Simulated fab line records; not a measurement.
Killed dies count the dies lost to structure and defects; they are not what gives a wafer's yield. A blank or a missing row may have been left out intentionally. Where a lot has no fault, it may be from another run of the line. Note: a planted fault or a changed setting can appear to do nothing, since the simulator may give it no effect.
The tool behind it: which one?	flow n5_finfet	Sampling: 12 lots, 33 wafers, 5 of 1938 route steps

== WHAT THE GAUGES SHOWED, per wafer ==
No reading from a measuring or inspecting step in the record can be judged against a usual standard deviation.

== WHAT TOOL EACH LOT RAN ON (gives the tool, then ch and the chambers of the sampled wafers, and finally the start) ==
lot	N5_BEOL_M6_TRENCH_ETCH_37	N5_BEOL_M6_STRIP_80	N5_BEOL_M6_CVD_78	N5_BEOL_M6_ANNEAL_51	N5_PASSIVATION_PROBE_49
L382	rie_diel-02 ch 1,2,3, day 8 21:11 or earlier	rie_diel-02 ch 1,2,3, day 8 21:11 or earlier	cvd_co-01 ch 0,1,2, day 8 21:11	rtp_anneal-01 ch 0, day 8 21:35	prober-02, day 12 03:47
L386	rie_diel-02 ch 0,3, day 9 07:48 or earlier	rie_diel-02 ch 0,3, day 9 07:48 or earlier	cvd_co-02 ch 0,2, day 9 07:48	rtp_anneal-02 ch 0, day 9 08:17	prober-01, day 12 15:25
L387	rie_diel-05 ch 0,1,2, day 9 20:17 or earlier	rie_diel-05 ch 0,1,2, day 9 20:17 or earlier	cvd_co-01 ch 1,2, day 9 20:17	rtp_anneal-01 ch 0, day 9 20:41	-
L388	rie_diel-06 ch 1,3, day 10 08:35 or earlier	rie_diel-06 ch 1,3, day 10 08:35 or earlier	cvd_co-01 ch 1,2, day 10 08:35	rtp_anneal-01 ch 0, day 10 09:15	prober-01, day 14 04:44
L389	rie_diel-06 ch 0,1, day 11 05:41 or earlier	rie_diel-06 ch 0,1, day 11 05:41 or earlier	cvd_co-01 ch 0,1, day 11 05:41	rtp_anneal-01 ch 0, day 11 06:08	prober-01, day 15 00:30
L392	rie_diel-05 ch 2,3, day 11 06:16 or earlier	rie_diel-05 ch 2,3, day 11 06:16 or earlier	cvd_co-01 ch 1,2, day 11 06:16	rtp_anneal-01 ch 0, day 11 06:53	-
L397	rie_diel-02 ch 0,1,2, day 12 18:05 or earlier	rie_diel-02 ch 0,1,2, day 12 18:05 or earlier	cvd_co-02 ch 1,2, day 12 18:05	rtp_anneal-01 ch 0, day 12 18:38	-
L398	rie_diel-06 ch 0,1,2, day 12 21:42 or earlier	rie_diel-06 ch 0,1,2, day 12 21:42 or earlier	cvd_co-02 ch 0,2, day 12 21:42	rtp_anneal-02 ch 0, day 12 22:52	-
L401	rie_diel-06 ch 1,3, day 13 11:29 or earlier	rie_diel-06 ch 1,3, day 13 11:29 or earlier	cvd_co-01 ch 0,1,2, day 13 11:29	rtp_anneal-02 ch 0, day 13 13:31	-
L403	rie_diel-05 ch 0,3, day 13 19:02 or earlier	rie_diel-05 ch 0,3, day 13 19:02 or earlier	cvd_co-01 ch 0,1,2, day 13 19:02	rtp_anneal-02 ch 0, day 13 20:14	prober-01, day 17 08:00
L402	rie_diel-06 ch 0,1,2, day 14 02:56 or earlier	rie_diel-06 ch 0,1,2, day 14 02:56 or earlier	cvd_co-01 ch 0,1, day 14 02:56	rtp_anneal-01 ch 0, day 14 03:22	prober-02, day 17 08:38
L405	rie_diel-06 ch 0,1,2, day 14 12:29 or earlier	rie_diel-06 ch 0,1,2, day 14 12:29 or earlier	cvd_co-01 ch 0,1,2, day 14 12:29	rtp_anneal-02 ch 0, day 14 13:01	prober-01, day 17 19:24
- N5_BEOL_M6_TRENCH_ETCH_37: etches SiCOH lowk in C4F6/O2, target depth 94.435 nm, time 31.5 s.
- N5_BEOL_M6_STRIP_80: strips in N2/H2, time 10 s.
- N5_BEOL_M6_CVD_78: deposits Co from CCTBA/H2, target thk 2 nm, time 142.3 s.
- N5_BEOL_M6_ANNEAL_51: time 90 s.
- N5_PASSIVATION_PROBE_49

== WHAT THE TOOLS THEMSELVES READ (means of the sampled wafers that have a number; where no wafer has one, the mark that the record gives instead) ==
N5_BEOL_M6_TRENCH_ETCH_37.
lot	tool	drypump_motor_current_A (A)	oes_ar_750_au (a.u.)	oes_product_au (a.u.)	rf_vpp_V (V)	showerhead_plenum_p_Torr (Torr)	throttle_valve_pct (%)
L382	rie_diel-02	5.8	0.73	0.72	666	2.80	21.25
L386	rie_diel-02	6.0	0.70	0.71	660	2.71	21.35
L387	rie_diel-05	5.6	0.89	0.89	664	2.82	20.82
L388	rie_diel-06	6.1	0.73	0.74	668	2.78	21.12
L389	rie_diel-06	5.9	0.80	0.80	670	2.79	20.96
L392	rie_diel-05	6.0	0.80	0.78	658	2.85	21.00
L397	rie_diel-02	5.7	0.70	0.70	665	2.78	21.18
L398	rie_diel-06	5.9	0.82	0.82	667	2.79	20.84
L401	rie_diel-06	6.1	0.72	0.72	667	2.76	21.14
L403	rie_diel-05	5.6	0.85	0.86	659	2.77	20.77
L402	rie_diel-06	5.9	0.81	0.80	667	2.78	20.85
L405	rie_diel-06	5.9	0.81	0.81	666	2.78	20.85

N5_BEOL_M6_STRIP_80.
lot	tool	drypump_motor_current_A (A)	oes_product_au (a.u.)	rf_vpp_V (V)	showerhead_plenum_p_Torr (Torr)	throttle_valve_pct (%)
L382	rie_diel-02	5.8	0.73	58.5	2.49	23.9
L386	rie_diel-02	6.0	0.70	58.3	2.41	24.0
L387	rie_diel-05	5.7	0.89	59.3	2.52	23.6
L388	rie_diel-06	6.1	0.74	59.9	2.48	23.9
L389	rie_diel-06	5.9	0.80	59.9	2.50	23.9
L392	rie_diel-05	6.0	0.79	58.5	2.54	23.6
L397	rie_diel-02	5.7	0.69	58.9	2.47	23.9
L398	rie_diel-06	5.9	0.82	59.4	2.49	23.6
L401	rie_diel-06	6.1	0.72	58.3	2.45	23.9
L403	rie_diel-05	5.7	0.85	58.3	2.47	23.5
L402	rie_diel-06	5.9	0.81	59.4	2.48	23.6
L405	rie_diel-06	5.9	0.81	59.0	2.48	23.7

N5_BEOL_M6_CVD_78.
lot	tool	run_length_s (s)
L382	cvd_co-01	165.8
L386	cvd_co-02	165.0
L387	cvd_co-01	165.5
L388	cvd_co-01	191.3
L389	cvd_co-01	190.9
L392	cvd_co-01	217.2
L397	cvd_co-02	165.8
L398	cvd_co-02	165.2
L401	cvd_co-01	165.3
L403	cvd_co-01	165.2
L402	cvd_co-01	165.3
L405	cvd_co-01	165.1

N5_BEOL_M6_ANNEAL_51.
lot	tool	wafer_temp_C_max
L382	rtp_anneal-01	226.4
L386	rtp_anneal-02	225.6
L387	rtp_anneal-01	226.1
L388	rtp_anneal-01	225.9
L389	rtp_anneal-01	226.3
L392	rtp_anneal-01	226.4
L397	rtp_anneal-01	226.6
L398	rtp_anneal-02	225.7
L401	rtp_anneal-02	225.7
L403	rtp_anneal-02	225.7
L402	rtp_anneal-01	226.2
L405	rtp_anneal-02	225.9

N5_PASSIVATION_PROBE_49.
lot	tool	defect_limited_yield (%)	killed_at_M0_to_M3	killed_at_M4_up	killed_at_contacts	killed_at_front_end	killed_at_other	killed_dies	killed_open	killed_short	sort_bin_5_function (%)	sort_bin_6_memory (%)	sort_bin_8_speed (%)	sort_n_pass	sort_yield_pct (%)
L382	prober-02	91.2	34	12	16	38	4	104	69	33	5.2	3.4	0.00	1076	91.2
L386	prober-01	91.8	32	12	17	33	2	96	63	31	5.3	2.6	0.00	1084	91.8
L388	prober-01	91.6	29	18	16	30	6	99	66	32	5.0	3.1	0.00	1081	91.6
L389	prober-01	89.9	42	13	14	48	2	118	75	44	6.1	3.7	0.00	1062	89.9
L403	prober-01	91.5	26	20	10	36	8	100	65	34	5.3	3.0	0.00	1080	91.5
L402	prober-02	91.9	38	9	14	33	2	96	58	36	4.8	2.9	0.00	1084	91.9
L405	prober-01	91.6	35	15	12	30	7	99	63	33	5.2	2.9	0.00	1081	91.6

== THE ANSWER, worked out from the rows above alone ==
Rule: usual is defined by the lots themselves. Put in order of their means at a reading, lots are off if they are a third of the lots or fewer, leave a main group of 4 or more, and stand apart from it by a gap of 3 or more times the standard deviation of the main group's means; of several such gaps the widest counts. A main group is skipped when, at the precision printed for the reading in the tables above, its means are all equal. A lot without any number at a reading at which 4 lots or more have one is off too. Any other lot the step has rows for is counted as sound. The gauges are gone through in route order, then the tools' own readings, and for those a lot's mean is taken as printed above. At the first step where some lot is off, the reading lying furthest off is the one used; lots without a number count as furthest.
Off at N5_BEOL_M6_CVD_78 (run_length_s): L388, L389, L392. The main group: mean 165.4 s, standard deviation 0.27.
If a tool, at that step or one of the process steps before it, ran each lot that is off and ran no sound lot following the first of them, it fits. N5_BEOL_M6_TRENCH_ETCH_37 gives no start for some lots, so the hours and the order of its lots are those of N5_BEOL_M6_CVD_78. N5_BEOL_M6_STRIP_80 gives no start for some lots, so the hours and the order of its lots are those of N5_BEOL_M6_CVD_78. Not one of the candidates tried fits.

== WHAT WAS PUT IN BY THE SIMULATOR ==
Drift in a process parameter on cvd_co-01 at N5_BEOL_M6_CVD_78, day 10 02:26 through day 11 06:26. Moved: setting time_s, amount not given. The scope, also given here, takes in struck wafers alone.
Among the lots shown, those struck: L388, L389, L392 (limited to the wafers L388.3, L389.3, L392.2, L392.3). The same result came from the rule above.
